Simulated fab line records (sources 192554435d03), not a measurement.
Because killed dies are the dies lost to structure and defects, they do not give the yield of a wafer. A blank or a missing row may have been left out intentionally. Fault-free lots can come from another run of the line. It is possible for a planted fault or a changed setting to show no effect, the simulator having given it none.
fab line records	flow n5_finfet
record: lots: 9	wafers: 26	last_day: 17
route steps=1938 shown BEOL_M0_SAQP@636 BEOL_M4@1111 PASSIVATION@1936
lots that met no fault: from a run of the same line without faults
start_h: hours from the record's opening day to when the first of the lot's shown wafers began	wait_h: hours elapsed since this lot's preceding step	" the same as in the row above	L1.1+2: one row covering several wafers at once	- no value, or no start was given	* or withheld: withheld	< > ~ a bound
route shown NAME@n: NAME is a module with steps in the file, n the number in the route of the first one	usual: mean/standard deviation of fault-free wafers	same: alike in all rows	chamber/n: place in a boat	sites: per-site readings	_std_site: the values' standard deviation	_edge_site: mean of outer sites minus mean of inner sites	radius_mm: for every site, how far away it sits from the centre of the wafer	mask NAME#n: copy n	behind: the tool/chamber that last shaped the wafer	hold: why the lot went on hold/how many hours it stayed there/how the hold came to an end	device: the n, p or np transistor that did not switch	end of line: the tests these same wafers got at the end of their route	for a step that has no rows: nothing shown but its recipe	killed: dies lost to structure and defects at the first sort, not the wafer's yield	map: shows each die of a wafer: x if killed, . if not, _ if none is there
set.NAME: the run value of the setting; set.NAME@STEP: its run value at that earlier step	model.NAME: the simulator's own value behind a step, which no gauge read
steps of the route over a sample of lots; a table a step, a row a wafer
services: a tool's chamber out of use, with start hour (start_h, from the record's first day; less than 0 if before it), hours out, and reason
== steps ==
step: N5_BEOL_M0_SAQP_PECVD_96
recipe: material: a-Si	target_thk_a: 450	temp_c: 350	precursor: SiH4/He	pressure_torr: 3	rf_w: 100	time_s: 45.2
usual: heater_power_w: 607/55	showerhead_plenum_p_Torr: 5.66/0.048	susceptor_temp_C: 349.97/0.21	throttle_valve_pct: 18.2/1.1
lot.wafer	tool	chamber	start_h	wait_h	heater_power_w	showerhead_plenum_p_Torr	susceptor_temp_C	throttle_valve_pct
L944.3	pecvd-02	2	123.71	0.0	681	5.63	349.94	16.5
L944.4	"	0	"	"	745	5.63	350.02	17.9
L944.6	"	2	"	"	649	5.63	349.97	16.2
L946.1	pecvd-01	0	136.76	0.0	631	5.58	350.19	17.3
L946.3	"	2	"	"	516	5.68	349.85	19.0
L946.5	"	1	"	"	642	5.66	350.10	18.1
L947.1	pecvd-04	1	139.90	0.0	612	5.74	350.09	20.4
L947.4	"	0	"	"	553	5.64	349.51	18.4
L949.1	pecvd-01	1	153.91	0.0	683	5.64	350.09	18.1
L949.2	"	0	"	"	614	5.58	350.41	17.4
L949.3	"	2	"	"	516	5.67	350.06	19.2
L956.3	pecvd-04	1	192.56	0.0	527	5.74	350.03	20.5
L956.4	"	0	"	"	567	5.63	350.00	18.6
L956.6	"	2	"	"	534	5.68	349.79	17.6
L959.1	pecvd-04	0	212.49	0.0	563	5.64	350.05	18.7
L959.2	"	2	"	"	607	5.68	349.85	18.1
L959.5	"	1	"	"	545	5.74	350.38	20.7
L960.1	pecvd-02	1	215.84	0.0	651	5.72	350.18	17.2
L960.2	"	2	"	"	659	5.62	350.05	16.8
L960.3	"	1	"	"	653	5.70	350.03	17.1
L964.2	pecvd-01	2	238.28	0.0	602	5.67	350.01	19.3
L964.3	"	0	"	"	624	5.58	350.11	17.5
L964.4	"	0	"	"	636	5.57	350.20	17.6
L965.1	pecvd-01	0	243.38	0.0	584	5.58	350.17	17.4
L965.3	"	2	"	"	590	5.66	349.48	19.1
L965.6	"	0	"	"	585	5.58	350.12	17.4
step: N5_BEOL_M0_SAQP_SPACER1_ALD_98
recipe: material: SiO2	target_thk_a: 128	temp_c: 300	ald_precursor_family: BDEAS	ald_co_reactant: O2-plasma	pulse_time_s: 1	purge_time_s: 2	co_reactant_purge_time_s: 2	ald_cycles: 138	pressure_torr: 2
usual: heater_power_w: 474/45	precursor_pulse_height_rel: 1.000/0.018	susceptor_temp_C: 300.03/0.19
same: pulse_time_s: 1
lot.wafer	tool	chamber	start_h	wait_h	heater_power_w	precursor_pulse_height_rel	susceptor_temp_C
L944.3	ald_sin-01	0	125.39	0.2	454	1.017	299.86
L944.4	"	3	"	"	451	1.004	299.61
L944.6	"	0	"	"	451	0.980	300.11
L946.1	ald_sin-01	3	138.45	0.3	446	1.022	300.25
L946.3	"	1	"	"	493	0.980	300.02
L946.5	"	3	"	"	432	1.001	299.84
L947.1	ald_sin-01	0	141.67	0.5	456	1.008	300.31
L947.4	"	3	"	"	449	1.013	300.04
L949.1	ald_sin-04	0	155.68	0.3	463	0.997	300.25
L949.2	"	1	"	"	555	0.999	300.37
L949.3	"	2	"	"	528	0.999	299.86
L956.3	ald_sin-01	2	194.85	0.2	429	0.976	299.92
L956.4	"	0	"	"	449	0.995	299.71
L956.6	"	0	"	"	456	1.035	300.16
L959.1	ald_sin-04	2	214.38	0.3	515	0.992	300.05
L959.2	"	1	"	"	567	0.992	300.15
L959.5	"	2	"	"	530	1.026	299.74
L960.1	ald_sin-02	1	217.59	0.3	444	1.056	300.27
L960.2	"	2	"	"	361	0.979	300.21
L960.3	"	0	"	"	521	0.968	300.09
L964.2	ald_sin-02	1	239.99	0.3	445	1.010	299.97
L964.3	"	0	"	"	532	1.000	299.82
L964.4	"	3	"	"	451	0.997	300.00
L965.1	ald_sin-01	2	245.44	0.3	426	1.002	299.97
L965.3	"	0	"	"	459	1.019	299.92
L965.6	"	1	"	"	474	0.987	300.41
step: N5_BEOL_M0_SAQP_ETCH_102
recipe: chemistry: CF4	target: SiO2	target_depth_a: 40	ion_energy_ev: 350	time_s: 4.4	pressure_mtorr: 10	icp_w: 800	bias_w: 400	cf4_flow_sccm: 80
usual: drypump_motor_current_A: 5.8/0.45	he_backside_leak_sccm: 2.70/0.28	oes_product_au: 1.019/0.019	throttle_valve_pct: 21.85/0.2
lot.wafer	tool	chamber	start_h	wait_h	drypump_motor_current_A	he_backside_leak_sccm	oes_product_au	rf_hours_counter_h	throttle_valve_pct
L944.3	rie_si-06	3	126.22	0.1	5.3	2.58	0.974	6	21.74
L944.4	"	0	"	"	5.6	2.79	1.015	175	21.76
L944.6	"	2	"	"	5.0	2.44	1.026	-	22.07
L946.1	rie_si-06	2	139.26	0.1	5.0	3.26	1.019	59	22.07
L946.3	"	0	"	"	5.6	2.86	1.020	176	21.75
L946.5	"	1	"	"	5.6	2.95	1.014	-	21.73
L947.1	rie_si-06	2	142.68	0.1	5.0	2.28	1.021	59	22.08
L947.4	"	0	"	"	5.6	2.94	1.011	176	21.77
L949.1	rie_si-06	3	156.77	0.1	5.3	2.64	0.972	6	21.76
L949.2	"	1	"	"	5.5	3.05	1.012	137	21.73
L949.3	"	0	"	"	5.6	2.86	1.031	176	21.77
L956.3	rie_si-05	1	195.70	0.1	6.1	2.87	1.024	137	22.00
L956.4	"	0	"	"	6.4	2.44	1.042	-	22.04
L956.6	"	1	"	"	6.0	2.64	1.031	-	22.00
L959.1	rie_si-05	3	215.21	0.1	5.4	2.16	1.008	1	21.71
L959.2	"	0	"	"	6.4	2.51	1.049	159	22.04
L959.5	"	3	"	"	5.4	2.19	1.006	-	21.72
L960.1	rie_si-05	3	218.41	0.1	5.4	2.28	0.999	1	21.70
L960.2	"	0	"	"	6.4	2.44	1.035	159	22.05
L960.3	"	2	"	"	6.0	2.91	1.004	79	21.81
L964.2	rie_si-05	0	240.81	0.1	6.4	2.36	1.044	160	22.04
L964.3	"	2	"	"	6.0	3.11	1.013	80	21.82
L964.4	"	3	"	"	5.4	2.20	1.005	1	21.73
L965.1	rie_si-05	3	246.26	0.1	5.4	2.36	0.998	1	21.72
L965.3	"	0	"	"	6.4	2.52	1.056	160	22.03
L965.6	"	2	"	"	6.0	3.04	1.013	-	21.82
step: N5_BEOL_M0_SAQP_MANDREL_ETCH_103
recipe: chemistry: HBr/Cl2	target: a-Si	target_depth_a: 450	bt_time_s: 10	stop_on: SiCN	mask_material: SiO2	over_etch_frac: 0.8	time_s: 27	pressure_mtorr: 10	icp_w: 800	bias_w: 75	HBr_flow_sccm: 150	Cl2_flow_sccm: 80	ends: end_point
usual: HBr_flow_sccm: 150.0/0.45	drypump_motor_current_A: 5.8/0.45	he_backside_leak_sccm: 2.72/0.29	oes_product_au: 0.685/0.013	throttle_valve_pct: 35.45/0.3
lot.wafer	tool	chamber	start_h	wait_h	HBr_flow_sccm	drypump_motor_current_A	he_backside_leak_sccm	oes_product_au	rf_hours_counter_h	throttle_valve_pct
L944.3	rie_si-06	3	126.25	0.0	150.3	5.3	2.62	0.661	6	35.19
L944.4	"	0	"	"	150.0	5.6	2.88	0.690	175	35.52
L944.6	"	2	"	"	150.2	5.0	2.36	0.689	-	35.62
L946.1	rie_si-06	2	139.30	0.0	149.9	5.0	2.42	0.696	59	35.64
L946.3	"	0	"	"	149.8	5.6	2.86	0.682	176	35.54
L946.5	"	1	"	"	149.7	5.5	3.01	0.697	-	35.19
L947.1	rie_si-06	2	142.71	0.0	150.4	5.0	2.26	0.700	59	35.64
L947.4	"	0	"	"	149.3	5.6	2.84	0.697	176	35.53
L949.1	rie_si-06	3	156.81	0.0	149.8	5.3	2.58	0.673	7	35.17
L949.2	"	1	"	"	149.9	5.5	3.09	0.677	137	35.21
L949.3	"	0	"	"	149.5	5.6	2.82	0.681	176	35.54
L956.3	rie_si-05	1	195.73	0.0	149.6	6.0	2.86	0.681	137	35.55
L956.4	"	0	"	"	150.5	6.4	2.48	0.673	-	35.74
L956.6	"	1	"	"	150.0	6.0	2.90	0.690	-	35.54
L959.1	rie_si-05	3	215.24	0.0	150.4	5.4	2.28	0.585	1	35.73
L959.2	"	0	"	"	149.9	6.4	2.65	0.678	159	35.72
L959.5	"	3	"	"	150.4	5.4	2.23	0.667	-	35.48
L960.1	rie_si-05	3	218.44	0.0	149.9	5.5	2.35	0.660	1	35.51
L960.2	"	0	"	"	150.7	6.4	2.32	0.684	159	35.74
L960.3	"	2	"	"	151.0	6.0	3.05	0.682	79	35.47
L964.2	rie_si-05	0	240.84	0.0	149.5	6.4	2.44	0.690	160	35.72
L964.3	"	2	"	"	149.6	6.0	3.27	0.676	80	35.47
L964.4	"	3	"	"	149.8	5.5	2.17	0.662	1	35.48
L965.1	rie_si-05	3	246.29	0.0	149.5	5.4	2.30	0.659	1	35.48
L965.3	"	0	"	"	149.7	6.4	2.40	0.682	160	35.74
L965.6	"	2	"	"	149.6	6.0	3.08	0.676	-	35.45
step: N5_BEOL_M0_SAQP_RECESS_109
recipe: chemistry: HF/NH3	target: SiO2	target_depth_a: 30	afs_cycles: 1	temp_c: 30	sublimation_temp_c: 180	sublimation_time_s: 60
usual: drypump_motor_current_A: 5.94/0.22	foreline_p_Torr: 0.1280/0.00033
lot.wafer	tool	chamber	start_h	wait_h	drypump_motor_current_A	foreline_p_Torr
L944.3	vapor_etch-02	1	126.98	0.1	5.83	0.1277
L944.4	"	0	"	"	6.17	0.1284
L944.6	"	1	"	"	5.83	0.1271
L946.1	vapor_etch-01	0	140.02	0.0	6.15	0.1279
L946.3	"	1	"	"	5.68	0.1279
L946.5	"	0	"	"	6.13	0.1281
L947.1	vapor_etch-01	1	143.40	0.0	5.64	0.1285
L947.4	"	1	"	"	5.65	0.1285
L949.1	vapor_etch-02	1	157.61	0.2	5.83	0.1281
L949.2	"	0	"	"	6.19	0.1277
L949.3	"	1	"	"	5.82	0.1286
L956.3	vapor_etch-02	1	196.53	0.1	5.82	0.1280
L956.4	"	0	"	"	6.17	0.1276
L956.6	"	0	"	"	6.15	0.1281
L959.1	vapor_etch-01	0	216.04	0.2	6.12	0.1277
L959.2	"	1	"	"	5.67	0.1275
L959.5	"	1	"	"	5.66	0.1286
L960.1	vapor_etch-01	0	219.13	0.0	6.17	0.1280
L960.2	"	1	"	"	5.65	0.1281
L960.3	"	1	"	"	5.66	0.1280
L964.2	vapor_etch-01	1	241.67	0.0	5.64	0.1283
L964.3	"	1	"	"	5.65	0.1280
L964.4	"	0	"	"	6.13	0.1280
L965.1	vapor_etch-02	1	247.02	0.0	5.83	0.1278
L965.3	"	1	"	"	5.82	0.1276
L965.6	"	1	"	"	5.82	0.1278
step: N5_BEOL_M4_RC_MEAS_101
usual: DIBL_N: 37.2/1.8	DIBL_P: 37.5/2.5	IOFF_N: 0.17/0.038	IOFF_P: 0.24/0.046	ION_N: 681/13	ION_P: 469/8.5	SS_N: 71.7/0.6	SS_P: 73.6/0.69	VT_N: 249/3.4	VT_P: -248/3.6
lot.wafer	tool	chamber	start_h	wait_h	DIBL_N[mV/V]	DIBL_P[mV/V]	IOFF_N[nA/um]	IOFF_P[nA/um]	ION_N[uA/um]	ION_P[uA/um]	SS_N[mV/dec]	SS_P[mV/dec]	VT_N[mV]	VT_P[mV]
L944.3	prober-01	0	187.03	0.3	36.3	38.2	0.15	0.24	671	469	72.0	74.3	252	-246
L944.4	"	0	"	"	38.8	41.6	0.20	0.31	689	476	72.7	73.8	247	-241
L944.6	"	0	"	"	39.1	42.1	0.21	0.31	699	483	73.4	75.4	247	-244
L946.1	prober-02	0	189.52	0.0	36.7	36.6	0.16	0.24	676	470	72.1	73.6	251	-246
L946.3	"	0	"	"	37.9	37.4	0.17	0.26	683	478	71.4	73.4	247	-243
L946.5	"	0	"	"	40.3	40.6	0.22	0.33	685	479	73.2	75.0	244	-242
L947.1	prober-01	0	205.61	0.0	40.1	41.0	0.24	0.39	707	491	72.4	75.2	242	-239
L947.4	"	0	"	"	33.7	32.9	0.11	0.21	665	469	70.6	73.3	255	-247
L949.1	prober-01	0	207.18	0.0	36.2	34.9	0.14	0.18	685	470	70.5	73.3	251	-253
L949.2	"	0	"	"	39.7	37.8	0.18	0.23	669	459	71.6	73.9	249	-250
L949.3	"	0	"	"	35.6	34.2	0.13	0.18	669	460	71.5	73.2	250	-253
L956.3	prober-01	0	254.62	0.3	37.1	37.0	0.17	0.25	683	470	72.0	74.0	250	-248
L956.4	"	0	"	"	37.5	36.9	0.17	0.23	666	462	72.2	73.9	249	-252
L956.6	"	0	"	"	36.6	36.5	0.15	0.23	664	459	72.2	74.0	253	-248
L959.1	prober-01	0	269.45	0.0	34.8	36.4	0.14	0.19	661	455	71.1	73.7	252	-253
L959.2	"	0	"	"	34.9	35.9	0.14	0.19	652	452	71.2	73.2	251	-251
L959.5	"	0	"	"	36.9	38.6	0.18	0.25	671	465	71.7	73.7	250	-248
L960.1	prober-02	0	287.71	0.0	35.5	36.0	0.13	0.16	670	450	71.8	72.4	250	-257
L960.2	"	0	"	"	35.7	36.7	0.14	0.18	675	457	71.1	73.8	252	-254
L960.3	"	0	"	"	39.6	41.4	0.23	0.26	691	468	71.7	74.1	244	-249
L964.2	prober-01	0	295.41	0.2	36.3	36.7	0.16	0.23	683	468	71.2	73.2	248	-248
L964.3	"	0	"	"	38.2	38.6	0.20	0.26	699	476	72.2	73.8	248	-248
L964.4	"	0	"	"	33.9	33.7	0.13	0.19	671	461	71.0	73.2	252	-251
L965.1	prober-02	0	298.39	0.0	36.8	36.5	0.16	0.23	674	467	72.0	72.8	250	-247
L965.3	"	0	"	"	37.9	38.9	0.18	0.25	683	465	71.8	73.7	247	-248
L965.6	"	0	"	"	37.2	37.1	0.15	0.23	671	462	72.8	73.4	253	-248
step: N5_PASSIVATION_PROBE_49
usual: defect_limited_yield: 91.2/1.4	killed_at_M0_to_M3: 32/10	killed_at_M4_up: 14/6.2	killed_at_contacts: 12/6.3	killed_at_front_end: 42/13	killed_at_other: 4/3.4	killed_dies: 104/17	killed_open: 67/12	killed_short: 34/8.1	sort_bin_4_leakage: 0.02/0.13	sort_bin_5_function: 5.2/0.93	sort_bin_6_memory: 3.2/0.65	sort_n_pass: 1075/16	sort_yield_pct: 91.1/1.4
same: gross_dies: 1180	killed_at_back_side: 0	sort_bin_8_speed[%]: 0
lot.wafer	tool	chamber	start_h	wait_h	defect_limited_yield[%]	killed_at_M0_to_M3	killed_at_M4_up	killed_at_contacts	killed_at_front_end	killed_at_other	killed_dies	killed_open	killed_short	sort_bin_4_leakage[%]	sort_bin_5_function[%]	sort_bin_6_memory[%]	sort_n_pass	sort_yield_pct[%]
L944.3	prober-01	-	288.44	0.2	91.2	20	13	9	56	6	104	69	26	0	4.7	3.2	1076	91.2
L944.4	prober-01	-	288.49	0.2	92.3	20	7	12	49	3	91	57	34	0	3.6	3.7	1089	92.3
L944.6	prober-01	-	288.59	0.3	93.2	21	10	13	35	1	80	58	22	0	4.2	2.3	1100	93.2
L946.1	prober-02	-	292.77	0.0	89.0	35	15	37	41	2	130	84	42	0	6.2	4.2	1050	89.0
L946.3	prober-02	-	292.87	0.1	89.8	59	17	18	22	4	120	74	45	0	6.2	3.6	1060	89.8
L946.5	prober-02	-	292.97	0.2	90.6	47	15	19	29	1	111	71	38	0	4.5	4.7	1069	90.6
L959.1	prober-01	-	367.54	0.0	92.3	24	27	12	24	4	91	61	28	0	4.7	2.6	1089	92.3
L964.2	prober-01	-	404.27	0.1	93.7	20	6	6	33	9	74	47	24	0	3.8	2.3	1106	93.7
L964.3	prober-01	-	404.32	0.1	89.7	32	23	11	49	6	121	80	36	0	6.4	3.5	1059	89.7
L964.4	prober-01	-	404.37	0.2	91.6	39	13	7	38	2	99	64	33	0	5.3	2.8	1081	91.6
killed by level:class
L944.3 FIN_SAQP:geometric_particle:open=11 STI_FIN_REVEAL:geometric_particle:open=10 DUMMY_GATE:geometric_particle:open=8 MOL_CONTACT_COAG:geometric_particle:open=8 BEOL_M4:geometric_particle:open=7 HKMG_FIN:area_etch=7 FIN_SAQP:geometric_particle:short=5 BEOL_M3:geometric_particle:open=5
L944.4 STI_FIN_REVEAL:geometric_particle:open=10 MOL_CONTACT_COAG:geometric_particle:open=9 FIN_SAQP:geometric_particle:open=8 FIN_SAQP:geometric_particle:short=7 BEOL_M0:geometric_particle:open=7 STI_FIN_REVEAL:geometric_particle:short=5 GATE_CUT:geometric_particle:short=4 DUMMY_GATE:geometric_particle:open=3
L944.6 FIN_SAQP:geometric_particle:open=13 MOL_CONTACT_COAG:geometric_particle:open=12 STI_FIN_REVEAL:geometric_particle:open=5 BEOL_M3:geometric_particle:open=5 BEOL_M1:geometric_particle:open=4 BEOL_M2:geometric_particle:open=4 FIN_SAQP:geometric_particle:short=3 GATE_CUT:geometric_particle:short=3
L946.1 MOL_CONTACT_COAG:geometric_particle:open=30 BEOL_M0_SAQP:geometric_particle:short=12 FIN_SAQP:geometric_particle:short=10 FIN_SAQP:geometric_particle:open=7 MOL_CONTACT_COAG:geometric_particle:short=7 BEOL_M0_SAQP:geometric_particle:open=6 BEOL_M3:geometric_particle:open=6 STI_FIN_REVEAL:geometric_particle:open=5
L946.3 BEOL_M0_SAQP:geometric_particle:short=20 BEOL_M0_SAQP:geometric_particle:open=16 MOL_CONTACT_COAG:geometric_particle:open=15 FIN_SAQP:geometric_particle:short=10 BEOL_M1:geometric_particle:open=7 BEOL_M3:geometric_particle:open=7 BEOL_M2:geometric_particle:open=5 BEOL_M4:geometric_particle:short=5
L946.5 BEOL_M0_SAQP:geometric_particle:open=18 MOL_CONTACT_COAG:geometric_particle:open=13 FIN_SAQP:geometric_particle:short=12 BEOL_M0_SAQP:geometric_particle:short=9 BEOL_M3:geometric_particle:open=8 BEOL_M4:geometric_particle:open=7 MOL_CONTACT_COAG:geometric_particle:short=6 BEOL_M2:geometric_particle:open=5
L959.1 MOL_CONTACT_COAG:geometric_particle:open=7 BEOL_M4:geometric_particle:open=7 BEOL_M6:geometric_particle:open=6 MOL_CONTACT_COAG:geometric_particle:short=5 BEOL_M0_SAQP:geometric_particle:open=5 BEOL_M0_SAQP:geometric_particle:short=5 BEOL_M2:geometric_particle:open=5 BEOL_M5:geometric_particle:open=5
L964.2 STI_FIN_REVEAL:geometric_particle:open=8 MOL_CONTACT_COAG:geometric_particle:open=6 PAD_METAL:geometric_particle:short=5 STARTING-WAFER:geometric_particle:open=5 BEOL_M3:geometric_particle:open=4 FIN_SAQP:geometric_particle:open=3 DUMMY_GATE:geometric_particle:open=3 GATE_CUT:geometric_particle:short=3
L964.3 STI_FIN_REVEAL:geometric_particle:open=12 FIN_SAQP:geometric_particle:open=9 MOL_CONTACT_COAG:geometric_particle:open=9 BEOL_M1:geometric_particle:open=8 BEOL_M2:geometric_particle:short=6 BEOL_M2:geometric_particle:open=5 BEOL_M5:geometric_particle:open=5 FIN_SAQP:geometric_particle:short=4
L964.4 FIN_SAQP:geometric_particle:open=10 BEOL_M1:geometric_particle:open=9 BEOL_M0_SAQP:geometric_particle:short=8 BEOL_M1:geometric_particle:short=7 STI_FIN_REVEAL:geometric_particle:open=6 MOL_CONTACT_COAG:geometric_particle:open=6 BEOL_M2:geometric_particle:open=6 BEOL_M4:geometric_particle:open=4
== services ==
tool	chamber	start_h	hours	kind
vapor_etch-01	-	99.82	2.8	pm
ald_sin-01	0	104.15	5.5	repair
pecvd-01	-	118.40	14.6	pm
pecvd-02	-	128.17	0.6	repair
rie_si-05	0	131.32	10.0	repair
rie_si-05	3	134.31	3.9	repair
rie_si-05	3	152.75	-	clean
rie_si-05	3	152.75	23.4	scheduled_down
rie_si-05	3	152.75	23.4	vent_cycle
ald_sin-04	3	157.58	8.0	repair
ald_sin-04	-	166.81	0.6	repair
ald_sin-01	-	178.92	14.0	pm
ald_sin-01	0	178.92	14.0	vent_cycle
ald_sin-01	1	178.92	14.0	vent_cycle
pecvd-02	-	182.29	0.3	repair
vapor_etch-02	-	187.33	0.5	repair
pecvd-01	-	192.68	0.7	repair
rie_si-06	-	193.06	0.9	repair
rie_si-05	2	195.63	12.7	repair
pecvd-02	0	198.37	58.3	repair
ald_sin-04	2	215.27	2.6	repair
ald_sin-04	-	215.98	0.7	repair
ald_sin-02	-	219.87	2.8	pm
vapor_etch-02	-	225.46	2.8	pm
== key ==
first_sign: step: N5_BEOL_M0_SAQP_MANDREL_ETCH_103	reading: oes_product_au	direction: down	sigmas: 7.7	usual: 0.685	struck: 0.585
effect none on later readings
met_at N5_BEOL_M0_SAQP_PECVD_96
struck_lots L959
struck_wafers L959.1
not_acting_at N5_BEOL_M0_SAQP_SPACER1_ALD_98,N5_BEOL_M0_SAQP_ETCH_102,N5_BEOL_M0_SAQP_RECESS_109
onset_between 192.56 212.49
fault: kind: site_profile_drift	tool: pecvd-04	chamber: 0	onset_h: 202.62	steps: N5_BEOL_M0_SAQP_PECVD_96	basis: fraction	max_abs_drift: 0.42872	slope_share_per_hr: 95.271	site_pattern: 0,0,0,0,0,-1,-1,-1,-1
